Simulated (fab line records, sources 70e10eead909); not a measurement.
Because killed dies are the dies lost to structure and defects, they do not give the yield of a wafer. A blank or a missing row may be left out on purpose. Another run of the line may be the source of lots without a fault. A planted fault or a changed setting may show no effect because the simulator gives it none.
A struck lot beside a sound one / flow nand_harc / 42 steps out of a route of 1302
Sound: wafers L330.1, L330.2, L330.6. Struck: wafer L336.6 (L336.4, L336.5, from the same lot, were not struck and are left out); the cause is given at the end.
Per side, at each step with rows, come the tool, then ch with its chambers, and then its first start. Under that, the readings that differ: sound wafers / struck wafers / difference of the means / sigmas: that difference in standard deviations of wafers without a fault.
alike: readings with means less than 2 such deviations apart, plus words and numbers identical on both sides. not compared: withheld readings, readings lacking a value on some wafer, bounds such as >300 that could conceal the same value, and numbers that have no deviation in the record and whose values overlap.
The two part at a step that has a row with sigmas, a row that says differs or no value, or rows on one side only. When numbers do not overlap yet have no deviation, they are printed without sigmas and do not part them. Lack of a reading on every wafer of one side parts them only where that side has two or more wafers.

first, 5 steps without rows for these wafers: NHARC_A_CONTACT_ETCH_125 (etches the open film in C4F8/O2/Ar, time 197 s, target depth 1918 nm); NHARC_A_CONTACT_ETCH_126 (etches the open film in C4F8/O2/Ar, time 197 s, target depth 1918 nm); NHARC_A_CONTACT_ETCH_127 (etches the open film in C4F8/O2/Ar, time 197 s, target depth 1918 nm); NHARC_A_CONTACT_ETCH_128 (etches the open film in C4F8/O2/Ar, time 197 s, target depth 1918 nm); NHARC_A_CONTACT_ETCH_129 (etches the open film in C4F8/O2/Ar, time 197 s, target depth 1918 nm).
NHARC_A_CONTACT_ETCH_130: etches the open film in C4F8/O2/Ar, time 197 s, target depth 1918 nm.
  sound on har_cap_etch-01 ch 0,1, day 26 10:41; struck on har_cap_etch-03 ch 1, day 28 11:59
  not compared: rf_hours_counter_h
NHARC_A_CONTACT_ETCH_131: etches the open film in C4F8/O2/Ar, time 197 s, target depth 1918 nm.
  sound on har_cap_etch-01 ch 0,1, day 26 10:55; struck on har_cap_etch-03 ch 1, day 28 12:09
  not compared: rf_hours_counter_h
then, 4 steps without rows for these wafers: NHARC_A_CONTACT_ETCH_132 (etches the open film in C4F8/O2/Ar, time 197 s, target depth 1924 nm); NHARC_A_CONTACT_ETCH_133 (etches the open film in C4F8/O2/Ar, time 374 s, target depth 1610 nm); NHARC_A_CONTACT_ETCH_91 (etches the open film in CH3F/O2, target depth 40 nm, time 85.7 s); NHARC_A_CONTACT_ETCH_97 (etches the open film in C4F6/O2, target depth 20 nm, time 10 s).
NHARC_A_CONTACT_CD_MEAS_80:
  sound on cd_sem-01, day 26 12:33; struck on cd_sem-01, day 28 13:28
  alike: cd_nm
NHARC_A_CONTACT_STRIP_103: strips in N2/H2.
  sound on rie_diel-01 ch 0,1,2, day 26 12:38; struck on rie_diel-04 ch 0,2,3, day 28 13:34
then, 17 steps without rows for these wafers: NHARC_A_CONTACT_STRIP_104 (strips in CF4/CHF3); NHARC_A_CONTACT_STRIP_105 (strips in O2/COS); NHARC_A_CONTACT_ETCH_106 (etches the open film in CF4/O2, target depth 90 nm, overetch 9 nm, time 49.5 s); NHARC_A_CONTACT_STRIP_82 (strips in O2); NHARC_A_CONTACT_STRIP_83 (strips in post etch residue remover, time 600 s); NHARC_A_CONTACT_DEP_84 (deposits aC, target thk 2800 nm); NHARC_A_CONTACT_DEP_85 (deposits SiON, target thk 60 nm); NHARC_A_CONTACT_DEHYDRATE_00 (time 120 s); NHARC_A_CONTACT_HMDS_01 (time 30 s); NHARC_A_CONTACT_COAT_86 (time 75 s); NHARC_A_CONTACT_COAT_87 (time 65 s); NHARC_A_CONTACT_COAT_02 (resist thk 90 nm); NHARC_A_CONTACT_SOFTBAKE_03 (time 55 s); NHARC_A_CONTACT_EBR_04; NHARC_A_CONTACT_EXPOSE_05 (exposes mask A CC); NHARC_A_CONTACT_PEB_06 (peb time 65 s); NHARC_A_CONTACT_DEVELOP_07 (develop time 35 s).
NHARC_A_CONTACT_CD_MEAS_08: the cd target is 200 nm.
  sound on cd_sem-01 ch 0, day 26 19:34; struck on cd_sem-03 ch 0, day 28 17:47
  alike: cd_nm
NHARC_A_CONTACT_OVL_MEAS_09:
  sound on overlay-02, day 26 19:39; struck on overlay-01, day 28 17:53
  alike: overlay_x_nm, overlay_y_nm
then, 2 steps without rows for these wafers: NHARC_A_CONTACT_DESCUM_13 (chemistry O2, time 3 s); NHARC_A_CONTACT_ETCH_88 (etches the open film in CF4, target depth 39 nm, time 65 s).
NHARC_A_CONTACT_ETCH_89: etches the open film in N2/H2, target depth 260 nm, time 475.3 s.
  sound on rie_diel-04 ch 2,3; struck on rie_diel-04 ch 3
  alike: drypump_motor_current_A, oes_product_au, rf_vpp_V, showerhead_plenum_p_Torr, throttle_valve_pct
  not compared: rf_hours_counter_h
then, 4 steps without rows for these wafers: NHARC_A_CONTACT_ETCH_30 (etches the open film in CF4/CHF3, target depth 72.6 nm, time 36.3 s); NHARC_A_CONTACT_ETCH_31 (etches the open film in O2/COS, target depth 2800 nm, time 728 s); NHARC_A_CONTACT_ETCH_134 (etches the open film in C4F8/O2/Ar, time 140 s, target depth 700 nm); NHARC_A_CONTACT_ETCH_135 (etches the open film in C4F8/O2/Ar, time 311 s, target depth 1912 nm).
NHARC_A_CONTACT_ETCH_136: etches the open film in C4F8/O2/Ar, time 311 s, target depth 1912 nm.
  sound on har_cap_etch-02 ch 0,1, day 26 21:30; struck on har_cap_etch-03 ch 0, day 28 19:47
  not compared: rf_hours_counter_h
NHARC_A_CONTACT_ETCH_137: etches the open film in C4F8/O2/Ar, time 311 s, target depth 1912 nm.
  sound on har_cap_etch-02 ch 0,1, day 26 21:52; struck on har_cap_etch-03 ch 0, day 28 20:03
  not compared: rf_hours_counter_h
-- record jumps: 2 days between struck wafers' starts before vs after; left off in module A_CONTACT, resumes in module END, first step shown is number 1302 of the route --
NHARC_END_SORT_01:
  the record has rows for the struck wafers here (prober-01 ch 0, day 31 04:29) and none for the sound ones

== WHERE THEY PART ==
Only at NHARC_END_SORT_01, as far as this record shows.

WHY: what had been put in by the simulator
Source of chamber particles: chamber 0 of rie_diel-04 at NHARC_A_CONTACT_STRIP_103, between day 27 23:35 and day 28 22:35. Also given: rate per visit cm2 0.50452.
